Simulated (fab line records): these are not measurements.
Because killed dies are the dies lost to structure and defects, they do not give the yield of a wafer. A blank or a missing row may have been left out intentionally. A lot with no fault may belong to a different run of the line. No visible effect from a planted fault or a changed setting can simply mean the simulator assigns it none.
Struck lot and sound lot, side by side ; flow nand harc ; 42 out of 1159 route steps
Sound: wafers L586.2, L586.3, L586.5. The struck wafers were L598.3, L598.5, L598.6. Last of all comes the cause.
Order at every step that has rows: each side's tool, ch and its chambers, its first start. Under that, the readings that differ: sound wafers ; struck wafers ; difference of the means ; sigmas: that difference in standard deviations of wafers without a fault.
alike: words and numbers the same on both sides, and readings whose means are apart by under 2 such deviations; not compared: readings that were withheld, readings missing a value for some wafer, numbers with overlapping values and no deviation given by the record, and bounds like >300 which may hide the same value.
Wherever a step has rows on one side only, a row that says differs or no value, or a row with sigmas, the two part there. Non-overlapping numbers with no deviation appear without sigmas and do not part them. Lack of a reading on every wafer of one side parts them only where that side has two or more wafers.

NHARC_A_CONTACT_INSPECT_71:
  struck on defect inspect-01, day 21 12:06; sound on defect inspect-01, day 18 23:40
  alike: raw defect count
then, 8 steps without rows for these wafers: NHARC_A_CONTACT_DESCUM_74 (chemistry O2, time 3 s); NHARC_A_CONTACT_ETCH_75 (etches the open film in CF4, target depth 39 nm, time 65 s); NHARC_A_CONTACT_ETCH_76 (etches the open film in N2/H2, target depth 260 nm, time 475.3 s); NHARC_A_CONTACT_ETCH_77 (etches the open film in CF4/CHF3, target depth 72.6 nm, time 36.3 s); NHARC_A_CONTACT_ETCH_78 (etches the open film in O2/COS, target depth 2800 nm, time 728 s); NHARC_A_CONTACT_ETCH_124 (etches the open film in C4F8/O2/Ar, time 140 s, target depth 700 nm); NHARC_A_CONTACT_ETCH_125 (etches the open film in C4F8/O2/Ar, time 155 s, target depth 956 nm); NHARC_A_CONTACT_ETCH_126 (etches the open film in C4F8/O2/Ar, time 155 s, target depth 956 nm).
NHARC_A_CONTACT_ETCH_127: etches the open film in C4F8/O2/Ar, time 155 s, target depth 956 nm.
  sound on har cap etch-02 ch 0,1, day 19 01:20; struck on har cap etch-01 ch 0,1, day 21 14:17
  not compared: rf hours counter h
then, 2 steps without rows for these wafers: NHARC_A_CONTACT_ETCH_128 (etches the open film in C4F8/O2/Ar, time 155 s, target depth 956 nm); NHARC_A_CONTACT_ETCH_129 (etches the open film in C4F8/O2/Ar, time 155 s, target depth 956 nm).
NHARC_A_CONTACT_ETCH_130: etches the open film in C4F8/O2/Ar, time 155 s, target depth 956 nm.
  sound on har cap etch-02 ch 0,1, day 19 01:45; struck on har cap etch-01 ch 0,1, day 21 15:02
  not compared: rf hours counter h
then, 2 steps without rows for these wafers: NHARC_A_CONTACT_ETCH_131 (etches the open film in C4F8/O2/Ar, time 155 s, target depth 956 nm); NHARC_A_CONTACT_ETCH_132 (etches the open film in C4F8/O2/Ar, time 156 s, target depth 958 nm).
NHARC_A_CONTACT_ETCH_133: etches the open film in C4F8/O2/Ar, time 195 s, target depth 840 nm.
  sound on har cap etch-02 ch 0,1, day 19 02:11; struck on har cap etch-01 ch 0,1, day 21 15:55
  not compared: rf hours counter h
then, 2 steps without rows for these wafers: NHARC_A_CONTACT_ETCH_91 (etches the open film in CH3F/O2, target depth 40 nm, time 85.7 s); NHARC_A_CONTACT_ETCH_97 (etches the open film in C4F6/O2, target depth 20 nm, time 10 s).
NHARC_A_CONTACT_CD_MEAS_80:
  struck on cd sem-01, day 21 16:46; sound on cd sem-02, day 19 03:01
  alike: cd nm
then, 3 steps without rows for these wafers: NHARC_A_CONTACT_STRIP_103 (strips in N2/H2); NHARC_A_CONTACT_STRIP_104 (strips in CF4/CHF3); NHARC_A_CONTACT_STRIP_105 (strips in O2/COS).
NHARC_A_CONTACT_ETCH_106: etches the open film in CF4/O2, target depth 60 nm, overetch 6 nm, time 33 s.
  sound on rie diel-12 ch 0,2,3, day 19 03:33; struck on rie diel-02 ch 0,2,3, day 21 17:04
reading;sound;struck;difference;sigmas
oes product au (a.u.);1.034 1.006 1.013;1.000 0.993 0.981;-0.026;-2
  alike: bias w, drypump motor current A, rf vpp V, showerhead plenum p Torr, throttle valve pct
  not compared: rf hours counter h
then, 2 steps without rows for these wafers: NHARC_A_CONTACT_STRIP_82 (strips in O2); NHARC_A_CONTACT_STRIP_83 (strips in post etch residue remover, time 600 s).
NHARC_A_CONTACT_DEP_84: deposits aC, target thk 2000 nm.
  sound on acl dep-02 ch 0, day 19 04:24; struck on acl dep-01 ch 0, day 21 20:55
  alike: throttle valve pct
then, 11 steps without rows for these wafers: NHARC_A_CONTACT_DEP_85 (deposits SiON, target thk 50 nm); NHARC_A_CONTACT_DEHYDRATE_00 (time 120 s); NHARC_A_CONTACT_HMDS_01 (time 30 s); NHARC_A_CONTACT_COAT_86 (time 75 s); NHARC_A_CONTACT_COAT_87 (time 65 s); NHARC_A_CONTACT_COAT_02 (resist thk 90 nm); NHARC_A_CONTACT_SOFTBAKE_03 (time 55 s); NHARC_A_CONTACT_EBR_04; NHARC_A_CONTACT_EXPOSE_05 (exposes mask A CC); NHARC_A_CONTACT_PEB_06 (peb time 65 s); NHARC_A_CONTACT_DEVELOP_07 (develop time 35 s).
NHARC_A_CONTACT_CD_MEAS_08 targets a cd of 100 nm.
  sound on cd sem-03 ch 0, day 19 06:03; struck on cd sem-03 ch 0, day 21 22:22
  alike: cd nm
NHARC_A_CONTACT_OVL_MEAS_09:
  struck on overlay-02, day 21 22:28; sound on overlay-02, day 19 06:08
  alike: overlay x nm, overlay y nm
NHARC_A_CONTACT_DESCUM_13: chemistry O2, time 3 s.
  sound on rie diel-02 ch 0,1,2, day 19 06:14; struck on rie diel-12 ch 2,3, day 21 22:43
  alike: drypump motor current A, oes product au, rf vpp V, showerhead plenum p Torr, throttle valve pct
  not compared: rf hours counter h
then, 1 step without rows for these wafers: NHARC_A_CONTACT_ETCH_88 (etches the open film in CF4, target depth 39 nm, time 65 s).
-- break in the record here, with 2 days between the starts of the struck wafers on either side (left off in module A_CONTACT, picked up again in module END, where the first step shown is number 1159 on the route) --
NHARC_END_SORT_01:
  the record has rows for the struck wafers here (prober-02 ch 0, day 24 06:24) and none for the sound ones

## WHERE THEY PART
Last at NHARC_END_SORT_01 as far as this record goes, first at NHARC_A_CONTACT_ETCH_106.

WHY: what the simulator had put in
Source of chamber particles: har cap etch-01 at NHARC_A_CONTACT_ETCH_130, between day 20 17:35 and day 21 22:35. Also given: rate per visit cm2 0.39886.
